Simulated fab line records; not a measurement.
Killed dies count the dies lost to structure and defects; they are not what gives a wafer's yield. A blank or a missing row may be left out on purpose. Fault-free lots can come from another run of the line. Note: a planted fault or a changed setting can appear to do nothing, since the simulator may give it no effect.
Matching of chambers    flow n5-finfet    N5_GATE_CUT_PECVD_57 on pecvd-03: 3 sister chambers
The step deposits SiNx from SiH4/NH3/N2, target thk 21 nm. 6 wafers are shown with their chamber, then 7 later ones without.

== EACH WAFER AND ITS CHAMBER ==
wafer   chamber  throttle-valve-pct (%)  heater-power-w (W)
L075.2  2        42.3                    677
L082.5  2        42.5                    686
L086.4  0        39.1                    805
L086.5  1        41.1                    925
L087.3  0        39.1                    729
L087.5  1        40.7                    980

== WAFERS MISSING THEIR CHAMBER ==
wafer   throttle-valve-pct (%)  heater-power-w (W)
L087.6  42.4                    713
L088.1  39.4                    869
L088.2  42.4                    753
L088.5  39.3                    881
L089.1  40.8                    965
L089.3  39.2                    883
L089.4  40.8                    977

== CHAMBER TAKEN BY EACH ==
wafer   from the rows above  in truth
L087.6  2                    2
L088.1  0                    0
L088.2  2                    2
L088.5  0                    0
L089.1  1                    1
L089.3  0                    0
L089.4  1                    1
Placed correctly: 7 of 7. Number that these rows cannot place: 0. Wrongly placed: 0.
How it was worked out, from the rows above alone: a wafer's distance from a chamber is the root of the sum, over the readings, of the square of ((its reading less the chamber's mean) divided by the reading's scatter). If the next closest chamber is less than 2 further off than the closest, the wafer can't be placed; otherwise it belongs to the closest. For every chamber, the mean is computed from those of its wafers that are shown. The scatter: take each reading less its chamber's mean, square it, sum over the shown wafers, divide by the number of wafers less the number of chambers, and take the root.
